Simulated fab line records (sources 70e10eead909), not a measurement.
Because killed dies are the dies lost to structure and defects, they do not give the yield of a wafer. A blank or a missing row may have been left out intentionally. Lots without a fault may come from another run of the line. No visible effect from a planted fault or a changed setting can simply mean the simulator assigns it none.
fab line records	flow nand_harc
record: lots: 5	wafers: 15	last_day: 33
route steps=1302 shown A_M1@1180 END@1302
lots with no fault: from the same line, run without faults
start_h: hours from the record's opening day to when the first of the lot's shown wafers began	wait_h: how many hours have passed since the lot's step before this one	" as in the row above	L1.1+2: one row covering several wafers at once	- value missing, or start not given	* or withheld: withheld	< > ~ a bound
route shown NAME@n: a module of which the file shows steps, and the number in the route of the first	usual: mean/standard deviation of fault-free wafers	same: alike in all rows	chamber/n: place in a boat	sites: readings site by site	_std_site: the values' standard deviation	_edge_site: outer sites' mean less inner sites'	radius_mm: how far each site lies from the wafer's centre	mask NAME#n: copy n	behind: the tool/chamber that last shaped the wafer	hold: why the lot went on hold/how many hours it stayed there/how the hold came to an end	device: transistor that didn't switch, given as n, p or np	end of line: tests run on the same wafers once the route is complete	a step with no rows: only its recipe	killed: dies lost to structure and defects at the first sort, not the wafer's yield	map: shows each die of a wafer: x if killed, . if not, _ if none is there
set.NAME: setting as actually run; set.NAME@STEP: the setting as run at that earlier step	model.NAME: the simulator's own value behind a step, which no gauge read
lots at selected steps of the route; one table per step, one row per wafer
services: when a tool's chamber went out of use (start_h, in hours from the record's first day, below 0 if earlier), for how many hours, and the reason
== steps ==
step: NHARC_A_M1_OVL_MEAS_10
recipe: pitch_nm: 240
usual: overlay_x_nm: 0.2/0.75	overlay_y_nm: -0.3/0.89
lot.wafer	tool	chamber	start_h	wait_h	overlay_x_nm	overlay_y_nm
L575.1	overlay-02	-	546.68	-	0.4	-1.9
L575.2	"	-	"	"	0.6	-1.3
L575.4	"	-	"	"	0.6	-1.5
L580.1	overlay-02	-	591.48	-	0.0	-1.4
L580.2	"	-	"	"	0.4	-1.1
L580.5	"	-	"	"	-0.3	-2.0
L590.1	overlay-01	-	669.19	-	0.7	0.0
L590.3	"	-	"	"	1.1	-0.6
L590.4	"	-	"	"	0.2	-0.2
L591.1	overlay-02	-	707.62	-	-0.4	-0.4
L591.3	"	-	"	"	-0.2	0.3
L591.4	"	-	"	"	0.2	0.1
L596.3	overlay-01	-	747.95	-	-0.6	-1.2
L596.5	"	-	"	"	-0.4	-1.9
L596.6	"	-	"	"	-0.8	-1.1
step: NHARC_A_M1_INSPECT_11
usual: raw_defect_count: 76/39
lot.wafer	tool	chamber	start_h	wait_h	raw_defect_count
L575.1	defect_inspect-01	-	546.72	0.0	13
L575.2	"	-	"	"	26
L575.4	"	-	"	"	17
L580.1	defect_inspect-01	-	591.51	0.0	127
L580.2	"	-	"	"	120
L580.5	"	-	"	"	125
L590.1	defect_inspect-01	-	669.23	0.0	43
L590.3	"	-	"	"	51
L590.4	"	-	"	"	72
L591.1	defect_inspect-02	-	707.66	0.0	154
L591.3	"	-	"	"	156
L591.4	"	-	"	"	157
L596.3	defect_inspect-02	-	747.99	0.0	60
L596.5	"	-	"	"	82
L596.6	"	-	"	"	76
step: NHARC_A_M1_DESCUM_14
recipe: time_s: 3	o2_flow_sccm: 200	ar_flow_sccm: 0	bias_power_w: 0	chemistry: O2
usual: drypump_motor_current_A: 5.7/0.48	oes_product_au: 0.997/0.0088	rf_vpp_V: 57.6/0.86	showerhead_plenum_p_Torr: 1.89/0.096	throttle_valve_pct: 11.312/0.0087
lot.wafer	tool	chamber	start_h	wait_h	drypump_motor_current_A	oes_product_au	rf_hours_counter_h	rf_vpp_V	showerhead_plenum_p_Torr	throttle_valve_pct
L575.2	rie_diel-03	1	546.78	0.1	5.3	0.990	2.8	57.8	1.79	11.305
L575.1	"	2	"	"	5.9	0.996	3.7	58.1	1.77	11.308
L575.4	"	3	"	"	6.0	0.993	3.5	56.9	1.84	11.306
L580.1	rie_diel-06	3	591.58	0.1	6.0	1.007	3.0	55.5	1.82	11.306
L580.2	"	0	"	"	5.2	1.005	2.8	57.0	1.78	11.310
L580.5	"	3	"	"	6.0	1.009	-	55.6	1.82	11.312
L590.1	rie_diel-03	2	669.29	0.1	5.9	0.992	1.3	56.9	1.77	11.308
L590.3	"	3	"	"	6.0	0.994	1.3	57.7	1.84	11.325
L590.4	"	0	"	"	5.5	0.995	1.0	59.1	1.89	11.295
L591.1	rie_diel-12	1	707.72	0.1	6.2	1.009	3.3	58.2	1.83	11.321
L591.3	"	3	"	"	6.1	0.986	3.6	57.9	1.87	11.310
L591.4	"	0	"	"	5.6	0.999	3.2	58.8	2.04	11.317
L596.3	rie_diel-03	0	748.07	0.1	5.5	0.993	4.6	57.3	1.89	11.304
L596.6	"	2	"	"	5.8	0.992	-	58.3	1.77	11.318
L596.5	"	3	"	"	6.0	1.010	-	59.6	1.84	11.326
step: NHARC_A_M1_ETCH_35
recipe: target_depth_a: 400	overetch_a: 120	time_s: 43.94	ion_energy_ev: 200	n2_flow_sccm: 150	h2_flow_sccm: 150	ar_flow_sccm: 0	rf_w: 400	bias_w: 150	chemistry: N2/H2
usual: drypump_motor_current_A: 5.7/0.48	oes_product_au: 0.997/0.009	rf_vpp_V: 429/3	showerhead_plenum_p_Torr: 2.00/0.1	throttle_valve_pct: 14.170/0.0085
lot.wafer	tool	chamber	start_h	wait_h	drypump_motor_current_A	oes_product_au	rf_hours_counter_h	rf_vpp_V	showerhead_plenum_p_Torr	throttle_valve_pct
L575.1	rie_diel-03	3	546.87	0.1	6.0	0.996	3.5	429	1.96	14.153
L575.2	"	0	"	"	5.5	0.985	3.2	431	2.02	14.172
L575.4	"	1	"	"	5.3	0.977	2.8	427	1.90	14.167
L580.2	rie_diel-06	2	591.67	0.1	5.5	0.989	3.3	435	2.20	14.175
L580.1	"	0	"	"	5.2	0.983	2.8	426	1.90	14.169
L580.5	"	1	"	"	6.5	0.986	-	430	2.04	14.165
L590.1	rie_diel-03	3	669.37	0.1	6.0	1.007	1.3	428	1.96	14.182
L590.3	"	0	"	"	5.5	0.986	1.0	430	2.02	14.175
L590.4	"	2	"	"	5.9	1.001	1.3	427	1.88	14.174
L591.4	rie_diel-12	1	707.80	0.1	6.2	0.987	3.3	428	1.95	14.175
L591.3	"	3	"	"	6.1	0.989	3.7	429	1.99	14.170
L591.1	"	0	"	"	5.6	1.004	3.3	435	2.17	14.164
L596.3	rie_diel-03	3	748.14	0.1	6.0	1.006	4.7	428	1.96	14.177
L596.5	"	2	"	"	5.9	1.001	-	427	1.88	14.171
L596.6	"	3	"	"	6.1	1.002	-	428	1.96	14.174
step: NHARC_A_M1_ETCH_15
recipe: target_depth_a: 1825	time_s: 91.2	c4f8_flow_sccm: withheld	ar_flow_sccm: 400	rf_w: 600	bias_w: 300	chemistry: C4F8/Ar
step: NHARC_A_M1_CD_MEAS_16
usual: cd_nm: 119.8/0.77
lot.wafer	tool	chamber	start_h	wait_h	cd_nm
L575.1	cd_sem-03	-	547.08	-	119.9
L575.2	"	-	"	"	118.3
L575.4	"	-	"	"	121.1
L580.1	cd_sem-02	-	591.88	-	119.2
L580.2	"	-	"	"	119.6
L580.5	"	-	"	"	119.1
L590.1	cd_sem-01	-	669.59	-	120.4
L590.3	"	-	"	"	118.6
L590.4	"	-	"	"	120.9
L591.1	cd_sem-03	-	708.02	-	120.7
L591.3	"	-	"	"	120.3
L591.4	"	-	"	"	120.3
L596.3	cd_sem-02	-	748.36	-	120.7
L596.5	"	-	"	"	119.5
L596.6	"	-	"	"	120.8
step: NHARC_A_M1_STRIP_18
recipe: power_w: 1000	n2_flow_sccm: 150	h2_flow_sccm: 150	ar_flow_sccm: 0	bias_w: 0	chemistry: N2/H2
usual: drypump_motor_current_A: 5.7/0.41	oes_product_au: 0.996/0.0081	rf_vpp_V: 90.3/1.1	showerhead_plenum_p_Torr: 1.98/0.097	throttle_valve_pct: 14.173/0.0084
lot.wafer	tool	chamber	start_h	wait_h	drypump_motor_current_A	oes_product_au	rf_hours_counter_h	rf_vpp_V	showerhead_plenum_p_Torr	throttle_valve_pct
L575.4	rie_diel-06	0	547.18	0.1	5.2	0.996	1.6	90.1	1.90	14.181
L575.1	"	1	"	"	6.5	1.003	1.7	91.7	2.04	14.179
L575.2	"	2	"	"	5.6	0.988	2.2	90.8	2.20	14.173
L580.2	rie_diel-03	1	591.96	0.1	5.3	0.998	4.6	89.7	1.90	14.162
L580.1	"	3	"	"	6.0	1.006	5.4	90.9	1.96	14.179
L580.5	"	1	"	"	5.3	0.989	-	89.1	1.90	14.179
L590.1	rie_diel-03	1	669.67	0.1	5.3	1.005	1.1	88.5	1.90	14.178
L590.4	"	2	"	"	5.9	1.000	1.4	89.2	1.88	14.178
L590.3	"	3	"	"	6.1	1.007	1.4	92.2	1.96	14.165
L591.1	rie_diel-03	2	708.10	0.1	5.9	0.997	2.8	90.1	1.88	14.162
L591.4	"	3	"	"	6.0	0.993	3.0	89.7	1.96	14.172
L591.3	"	1	"	"	5.3	0.994	2.9	91.1	1.90	14.179
L596.3	rie_diel-03	3	748.43	0.1	6.1	0.997	4.7	88.7	1.96	14.170
L596.6	"	3	"	"	6.0	1.009	-	89.9	1.96	14.163
L596.5	"	0	"	"	5.5	0.990	-	92.3	2.02	14.155
step: NHARC_A_M1_ETCH_28
recipe: target_depth_a: 300	over_etch_frac: 0.3	time_s: 72.99	ion_energy_ev: 150	cf4_flow_sccm: 50	n2_flow_sccm: 100	ar_flow_sccm: 150	rf_w: 300	bias_w: 100	chemistry: CF4/N2
usual: drypump_motor_current_A: 5.7/0.41	oes_product_au: 0.996/0.0085	rf_vpp_V: 313.0/2.2	showerhead_plenum_p_Torr: 2.56/0.12	throttle_valve_pct: 19.795/0.0092
lot.wafer	tool	chamber	start_h	wait_h	drypump_motor_current_A	oes_product_au	rf_hours_counter_h	rf_vpp_V	showerhead_plenum_p_Torr	throttle_valve_pct
L575.2	rie_diel-06	1	-	-	6.5	1.003	1.7	314.0	2.62	19.776
L575.4	"	2	"	"	5.5	0.993	2.3	317.2	2.82	19.792
L575.1	"	3	"	"	6.0	1.020	2.2	313.7	2.50	19.798
L580.1	rie_diel-03	2	-	-	5.9	1.006	5.6	310.8	2.44	19.791
L580.2	"	3	"	"	6.0	1.004	5.4	312.4	2.54	19.822
L580.5	"	2	"	"	5.9	1.017	-	312.0	2.44	19.786
L590.3	rie_diel-03	3	-	-	6.0	0.991	1.4	312.4	2.53	19.797
L590.4	"	0	"	"	5.6	0.991	1.1	313.6	2.60	19.782
L590.1	"	1	"	"	5.3	1.008	1.2	311.1	2.46	19.802
L591.3	rie_diel-03	0	-	-	5.5	0.995	3.1	312.8	2.60	19.801
L591.1	"	1	"	"	5.3	1.000	3.0	310.0	2.46	19.778
L591.4	"	2	"	"	5.9	1.009	2.8	311.6	2.44	19.796
L596.3	rie_diel-03	1	-	-	5.3	1.009	4.7	312.6	2.46	19.788
L596.5	"	3	"	"	6.0	1.004	-	313.6	2.53	19.805
L596.6	"	0	"	"	5.5	1.003	-	315.3	2.60	19.791
step: NHARC_A_M1_STRIP_19
recipe: time_s: 600	temp_c: 30	chemistry: post_etch_residue_remover
step: NHARC_A_M1_DEGAS_29
recipe: temp_c: 250	time_s: 60
step: NHARC_A_M1_PRE_CLEAN_30
recipe: time_s: 30	temp_c: 280	gas: H2/He
usual: heater_power_w: 411/21
lot.wafer	tool	chamber	start_h	wait_h	heater_power_w
L575.1	pvd_sputter-01	-	-	-	425
L575.2	"	-	"	"	378
L575.4	"	-	"	"	419
L580.1	pvd_sputter-01	-	-	-	412
L580.2	"	-	"	"	390
L580.5	"	-	"	"	438
L590.4	pvd_sputter-02	-	-	-	425
L590.3	"	-	"	"	434
L590.1	"	-	"	"	407
L591.1	pvd_sputter-01	-	-	-	438
L591.3	"	-	"	"	407
L591.4	"	-	"	"	402
L596.3	pvd_sputter-03	-	-	-	419
L596.5	"	-	"	"	410
L596.6	"	-	"	"	400
step: NHARC_A_M1_PVD_20
recipe: target_thk_a: 50	bias_v: 168.6	power_w: 15000	chamber_pressure_pa: 0.12	time_s: 8.06	substrate_temp_c: 50	material: TaN
step: NHARC_A_M1_PVD_21
recipe: target_thk_a: 300	chamber_pressure_pa: 5	power_w: 5000	substrate_temp_c: 30	time_s: 20.49	material: Cu
usual: throttle_valve_pct: 30.1/0.97	time_s: 20.49/0
lot.wafer	tool	chamber	start_h	wait_h	throttle_valve_pct	time_s
L575.4	pvd_sputter-01	-	548.02	-	30.6	20.49
L575.1	"	-	"	"	28.8	20.49
L575.2	"	-	"	"	30.4	20.49
L580.1	pvd_sputter-01	-	592.84	-	30.3	15.973
L580.2	"	-	"	"	29.9	15.973
L580.5	"	-	"	"	29.1	20.49
L590.1	pvd_sputter-02	-	670.53	-	30.0	20.49
L590.4	"	-	"	"	29.9	20.49
L590.3	"	-	"	"	32.0	20.49
L591.4	pvd_sputter-01	-	709.00	-	31.2	20.49
L591.3	"	-	"	"	28.7	20.49
L591.1	"	-	"	"	30.1	20.49
L596.3	pvd_sputter-03	-	749.30	-	29.6	20.49
L596.6	"	-	"	"	30.5	20.49
L596.5	"	-	"	"	29.3	20.49
step: NHARC_A_M1_ECD_22
recipe: target_thk_a: 4000	bath_temp_c: 25	material: Cu
step: NHARC_END_SORT_01
recipe: temp_c: 25
usual: defect_limited_yield: 92.5/2.5	killed_at_array: 46/16	killed_at_other: 0.9/1.3	killed_at_periphery: 4.1/3	killed_dies: 51/17	killed_open: 3.5/1.8	killed_short: 2.5/1.8	sort_bin_2_pct: 2.6/1.1	sort_bin_3_pct: 0.6/0.37	sort_bin_4_pct: 4.4/1.4	sort_n_pass: 626/17	sort_rim_yield_pct: 88/4.6	sort_yield_pct: 92.5/2.5
same: gross_dies: 677	sort_bin_5_pct[%]: 0	sort_bin_6_pct[%]: 0	sort_bin_7_pct[%]: 0	sort_bin_8_pct[%]: 0	sort_rim_n_gross: 106.00
lot.wafer	tool	chamber	start_h	wait_h	defect_limited_yield[%]	killed_at_array	killed_at_other	killed_at_periphery	killed_dies	killed_open	killed_short	sort_bin_2_pct[%]	sort_bin_3_pct[%]	sort_bin_4_pct[%]	sort_n_pass	sort_rim_yield_pct[%]	sort_yield_pct[%]
L575.1	prober-02	0	580.01	2.5	96.8	16	2	4	22	1	4	1.0	0.4	1.8	655	93	96.8
L575.2	prober-02	0	580.80	2.8	95.0	20	1	13	34	1	3	1.5	0.3	3.2	643	95	95.0
L575.4	prober-02	0	582.40	3.4	96.2	16	0	10	26	5	2	1.5	0.1	2.2	651	94	96.2
L590.1	prober-01	0	705.65	2.5	94.8	30	0	5	35	3	1	2.2	0.1	2.8	642	87	94.8
L590.3	prober-01	0	707.27	3.1	93.1	42	0	5	47	2	1	1.5	0.1	5.3	630	89	93.1
L590.4	prober-01	0	708.07	3.4	91.6	46	0	11	57	5	4	2.2	0.7	5.5	620	80	91.6
L591.1	prober-02	0	742.20	2.5	89.1	73	0	1	74	1	2	5.6	1.3	4.0	603	82	89.1
L591.3	prober-02	0	743.82	3.1	87.0	81	0	7	88	3	5	4.6	1.0	7.4	589	72	87.0
L591.4	prober-02	0	744.63	3.4	84.8	96	1	6	103	2	4	5.2	1.5	8.6	574	76	84.8
L596.3	prober-02	0	784.70	3.1	94.1	35	4	1	40	4	2	1.6	0.6	3.7	637	88	94.1
L596.5	prober-02	0	786.28	3.7	92.8	45	0	4	49	5	2	2.1	0.6	4.6	628	86	92.8
L596.6	prober-02	0	787.07	4.0	90.7	54	1	8	63	4	2	4.0	0.4	4.9	614	87	90.7
killed by level:class
L575.1 A_CHANNEL_HOLE_D2:chamber_film_flake=5 P_BONDPAD:chamber_film_flake=3 A_ONON_D1:geometric_particle:short=2 A_STAIRCASE:chamber_film_flake=2 A_CONTACT:chamber_film_flake=2 THIN_TSV:chamber_film_flake=2 A_ONON_D2:geometric_particle:open=1 A_CHANNEL_HOLE_D2:geometric_particle:short=1
L575.2 A_CHANNEL_HOLE_D2:chamber_film_flake=7 P_M1:chamber_film_flake=7 A_CHANNEL_FILL_D1:chamber_film_flake=3 A_STAIRCASE:chamber_film_flake=3 P_STI:chamber_film_flake=2 P_BONDPAD:chamber_film_flake=2 A_DECK1_JOINT:geometric_particle:short=1 A_ONON_D2:geometric_particle:open=1
L575.4 P_M1:chamber_film_flake=4 P_BONDPAD:chamber_film_flake=4 A_CHANNEL_HOLE_D2:chamber_film_flake=4 A_STAIRCASE:chamber_film_flake=2 A_WL_FILL:chamber_film_flake=2 A_CONTACT:chamber_film_flake=2 P_CONTACT:geometric_particle:open=1 P_M1:geometric_particle:open=1
L590.1 A_CHANNEL_HOLE_D2:chamber_film_flake=15 A_CHANNEL_HOLE_D1:chamber_film_flake=5 A_CONTACT:chamber_film_flake=4 P_GATE:chamber_film_flake=2 P_GATE:geometric_particle:open=1 A_CHANNEL_FILL_D2:geometric_particle:open=1 A_WL_FILL:geometric_particle:short=1 A_WL_FILL:geometric_particle:open=1
L590.3 A_CHANNEL_HOLE_D2:chamber_film_flake=23 A_CHANNEL_HOLE_D1:chamber_film_flake=5 A_CONTACT:chamber_film_flake=4 P_ZERO_WELL:chamber_film_flake=2 P_GATE:chamber_film_flake=2 A_STAIRCASE:chamber_film_flake=2 A_CHANNEL_FILL_D2:chamber_film_flake=2 A_SLIT:chamber_film_flake=2
L590.4 A_CHANNEL_HOLE_D2:chamber_film_flake=17 A_CHANNEL_HOLE_D1:chamber_film_flake=8 P_GATE:chamber_film_flake=6 A_CONTACT:chamber_film_flake=5 P_ZERO_WELL:chamber_film_flake=2 P_M2:chamber_film_flake=2 A_ZERO_WELL:chamber_film_flake=2 A_SGD_CUT:chamber_film_flake=2
L591.1 A_SLIT:chamber_film_flake=21 A_CHANNEL_HOLE_D1:chamber_film_flake=19 A_CHANNEL_HOLE_D2:chamber_film_flake=18 A_STAIRCASE:chamber_film_flake=4 A_CONTACT:chamber_film_flake=4 A_WL_FILL:chamber_film_flake=2 A_CHANNEL_FILL_D1:geometric_particle:short=1 A_M1:geometric_particle:open=1
L591.3 A_SLIT:chamber_film_flake=27 A_CHANNEL_HOLE_D1:chamber_film_flake=21 A_CHANNEL_HOLE_D2:chamber_film_flake=15 P_GATE:chamber_film_flake=4 A_WL_FILL:chamber_film_flake=4 A_CONTACT:chamber_film_flake=3 A_STAIRCASE:chamber_film_flake=2 P_GATE:geometric_particle:short=1
L591.4 A_CHANNEL_HOLE_D1:chamber_film_flake=30 A_CHANNEL_HOLE_D2:chamber_film_flake=28 A_SLIT:chamber_film_flake=19 A_CONTACT:chamber_film_flake=8 A_STAIRCASE:chamber_film_flake=5 P_GATE:chamber_film_flake=3 P_M0:geometric_particle:open=1 P_M0:geometric_particle:short=1
L596.3 A_SLIT:chamber_film_flake=15 A_CONTACT:chamber_film_flake=7 THIN_TSV:chamber_film_flake=4 A_STAIRCASE:chamber_film_flake=4 A_BLC:geometric_particle:open=2 A_CHANNEL_HOLE_D1:unspecified=2 A_SOURCE_PLATE:geometric_particle:short=1 A_CHANNEL_FILL_D2:geometric_particle:open=1
L596.5 A_SLIT:chamber_film_flake=19 A_CONTACT:chamber_film_flake=7 A_CHANNEL_HOLE_D1:chamber_film_flake=5 A_M0:chamber_film_flake=4 A_STAIRCASE:chamber_film_flake=3 A_CHANNEL_HOLE_D2:geometric_particle:open=2 P_CONTACT:geometric_particle:open=1 A_CHANNEL_FILL_D1:geometric_particle:open=1
L596.6 A_SLIT:chamber_film_flake=25 A_CONTACT:chamber_film_flake=14 A_M0:chamber_film_flake=6 P_CONTACT:chamber_film_flake=3 A_CHANNEL_HOLE_D1:unspecified=3 A_ONON_D1:geometric_particle:short=2 P_GATE:chamber_film_flake=2 P_M0:geometric_particle:open=1
== services ==
tool	chamber	start_h	hours	kind
pvd_sputter-03	-	526.00	10.0	pm
rie_diel-03	0	535.28	8.8	repair
rie_diel-03	1	541.03	-	clean
rie_diel-03	2	541.03	-	clean
rie_diel-06	3	561.85	2.5	repair
rie_diel-12	0	568.70	16.6	repair
rie_diel-12	1	570.43	6.3	repair
pvd_sputter-01	-	582.05	10.0	pm
pvd_sputter-02	-	614.35	11.4	repair
rie_diel-12	0	619.64	9.3	repair
rie_diel-12	-	622.52	9.0	pm
pvd_sputter-02	-	630.02	2.8	repair
rie_diel-03	-	635.30	9.0	pm
pvd_sputter-02	-	638.03	10.0	pm
rie_diel-12	-	640.02	0.8	repair
rie_diel-06	-	661.20	9.0	pm
pvd_sputter-03	-	661.82	9.5	repair
rie_diel-06	-	672.38	3.3	repair
rie_diel-03	0	673.36	3.5	repair
pvd_sputter-02	-	677.63	2.1	repair
pvd_sputter-03	-	691.42	1.4	repair
pvd_sputter-03	-	704.00	10.0	pm
rie_diel-03	0	719.12	2.7	repair
rie_diel-03	1	737.62	4.8	repair
== key ==
first_sign: step: NHARC_A_M1_PVD_21	reading: time_s	direction: down	sigmas: 99+	usual: *	struck: *
effect none on later readings
met_at NHARC_A_M1_PVD_21
struck_wafers L580.1,L580.2
onset_between 548.02 592.84
fault: kind: process_parameter_drift	tool: pvd_sputter-01	chamber: -	onset_h: 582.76	steps: NHARC_A_M1_PVD_21	channel: time_s	offset: *	shape: step	end_h: 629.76	scope: struck_wafers_only	acts_in: *	stated: *
